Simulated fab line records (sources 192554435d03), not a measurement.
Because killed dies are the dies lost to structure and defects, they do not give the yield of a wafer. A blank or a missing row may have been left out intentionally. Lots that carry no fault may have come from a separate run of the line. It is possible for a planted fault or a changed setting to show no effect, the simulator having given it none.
Split-lot study ; flow n5_finfet ; route with 1938 steps; 7 lots, 21 wafers read

== ABOUT THE SPLIT ==
At N5_MOL_CONTACT_COAG_EXPOSE_05 (exposes mask CA, defocus 0 nm), the setting dose_mj was moved away from the recipe's 38.25 on 8 of the 21 wafers read, by -5.3% to +6.1%. For the rest of the wafers, this setting stayed at what the recipe calls for.

== FROM THE SPLIT TO THE READING: what the file shows between them, 14 steps ==
- N5_MOL_CONTACT_COAG_PEB_06: peb time 60 s
- N5_MOL_CONTACT_COAG_DEVELOP_07: develop time 30 s
- N5_MOL_CONTACT_COAG_CD_MEAS_08: target cd 28 nm
- N5_MOL_CONTACT_COAG_DESCUM_13: chemistry O2, time 7 s
- N5_MOL_CONTACT_COAG_ETCH_59: etches underlayer in N2/H2, target depth 13 nm, time 10.4 s
- N5_MOL_CONTACT_COAG_ETCH_105: etches SiARC in CF4, target depth 15.6 nm, time 26 s
- N5_MOL_CONTACT_COAG_ETCH_106: etches SOC in N2/H2, target depth 80 nm, overetch 16 nm, time 120 s
- N5_MOL_CONTACT_COAG_STRIP_107: strips in N2/H2
- N5_MOL_CONTACT_COAG_STRIP_108: strips in N2/H2
- N5_MOL_CONTACT_COAG_CONTACT_ETCH_14: etches SiO2 in C4F6/O2, target depth 27.5 nm, overetch 8.5 nm, time 20 s
- N5_MOL_CONTACT_COAG_STRIP_109: strips in C4F6/O2
- N5_MOL_CONTACT_COAG_ETCH_15: etches SiNx in CH3F/O2, stops on Si:P, target depth 7 nm
- N5_MOL_CONTACT_COAG_ETCH_110: etches Si in CF4/O2, target depth 2.5 nm, time 8 s
- N5_MOL_CONTACT_COAG_STRIP_98: strips in N2/H2

== THE READING ==
cd_nm at N5_MOL_CONTACT_COAG_CD_MEAS_99, given in nm (cd target 17.2 nm). Typical for fault-free wafers on this fab line: 17.2 nm, with standard deviation 0.38 nm.

wafer;tool, chamber at the split;dose_mj as run;against the recipe;cd_nm, nm;against lot-mates on the recipe
L074.2;euv_scanner-01, 0;38.25;recipe;17.9;-
L074.5;euv_scanner-01, 0;38.25;recipe;17.9;-
L074.6;euv_scanner-01, 0;38.25;recipe;17.6;-
L077.1;euv_scanner-01, 0;38.25;recipe;17.1;-
L077.4;euv_scanner-01, 0;36.21;-5.3%;15.5;-1.6
L077.5;euv_scanner-01, 0;36.21;-5.3%;15.5;-1.6
L080.2;euv_scanner-01, 0;36.83;-3.7%;16.7;-0.6
L080.5;euv_scanner-01, 0;38.25;recipe;17.3;-
L080.6;euv_scanner-01, 0;36.83;-3.7%;15.9;-1.4
L085.1;euv_scanner-02, 0;38.25;recipe;17.1;-
L085.4;euv_scanner-02, 0;40.59;+6.1%;18.1;+1.1
L085.5;euv_scanner-02, 0;38.25;recipe;16.8;-
L087.2;euv_scanner-02, 0;36.95;-3.4%;16.2;-1.1
L087.3;euv_scanner-02, 0;38.25;recipe;17.4;-
L087.6;euv_scanner-02, 0;38.25;recipe;17.2;-
L091.1;euv_scanner-02, 0;39.63;+3.6%;18.4;+1.7
L091.3;euv_scanner-02, 0;38.25;recipe;16.7;-
L091.6;euv_scanner-02, 0;39.63;+3.6%;17.8;+1.1
L095.1;euv_scanner-01, 0;38.25;recipe;17.1;-
L095.4;euv_scanner-01, 0;38.25;recipe;17.3;-
L095.5;euv_scanner-01, 0;38.25;recipe;17.1;-

THE FIT
A straight line over all 21 wafers: cd_nm changes by +0.251 nm for each +1% of dose_mj; r = +0.88; the points scatter about the line by 0.39 nm.
The same after taking each lot's own level away (the mean of its wafers on the recipe; 21 wafers): +0.284 nm for each +1%; r = +0.95; scatter 0.26 nm.
On that fit, the largest move of dose_mj shifts the reading by 1.7 nm.
From 16.70 to 17.80 nm: that is the span of the lots' own levels, equal to 2.9 times the standard deviation above.
In other words, the slope is changed by the lot-to-lot level; the two fits disagree.
Check: for one of the wafers moved furthest among these (+6.1%), held out of the fit, the line's prediction against its lot-mates is +2.01 nm. Against them it came out at +1.15 nm.

== THE WHOLE CHAIN: every reading that the file lists as answering this split, in the file's order ==
step;what it does;reading;change (the file's fit);r (the file's)
N5_MOL_CONTACT_COAG_CD_MEAS_08;target cd 28 nm;cd_nm;+0.215 nm for each +1% of the setting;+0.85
N5_MOL_CONTACT_COAG_ETCH_59;etches underlayer in N2/H2, target depth 13 nm, time 10.4 s;MOL_CONTACT_COAG.cd_offset_nm (the simulator's own value, which no gauge read);+0.205 nm for each +1% of the setting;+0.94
N5_MOL_CONTACT_COAG_ETCH_105;etches SiARC in CF4, target depth 15.6 nm, time 26 s;MOL_CONTACT_COAG.cd_offset_nm (the simulator's own value, which no gauge read);+0.22 nm for each +1% of the setting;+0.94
N5_MOL_CONTACT_COAG_ETCH_106;etches SOC in N2/H2, target depth 80 nm, overetch 16 nm, time 120 s;MOL_CONTACT_COAG.cd_offset_nm (the simulator's own value, which no gauge read);+0.226 nm for each +1% of the setting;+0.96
N5_MOL_CONTACT_COAG_CONTACT_ETCH_14;etches SiO2 in C4F6/O2, target depth 27.5 nm, overetch 8.5 nm, time 20 s;MOL_CONTACT_COAG.cd_offset_nm (the simulator's own value, which no gauge read);+0.248 nm for each +1% of the setting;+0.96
N5_MOL_CONTACT_COAG_ETCH_15;etches SiNx in CH3F/O2, stops on Si:P, target depth 7 nm;MOL_CONTACT_COAG.cd_offset_nm (the simulator's own value, which no gauge read);+0.24 nm for each +1% of the setting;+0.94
N5_MOL_CONTACT_COAG_ETCH_110;etches Si in CF4/O2, target depth 2.5 nm, time 8 s;MOL_CONTACT_COAG.cd_offset_nm (the simulator's own value, which no gauge read);+0.255 nm for each +1% of the setting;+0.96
N5_MOL_CONTACT_COAG_CD_MEAS_99;target cd 17.2 nm;cd_nm;+0.27 nm for each +1% of the setting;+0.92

== FILE'S OWN FIT ==
cd_nm changes by +0.27 nm for each +1% of dose_mj, r = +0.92.
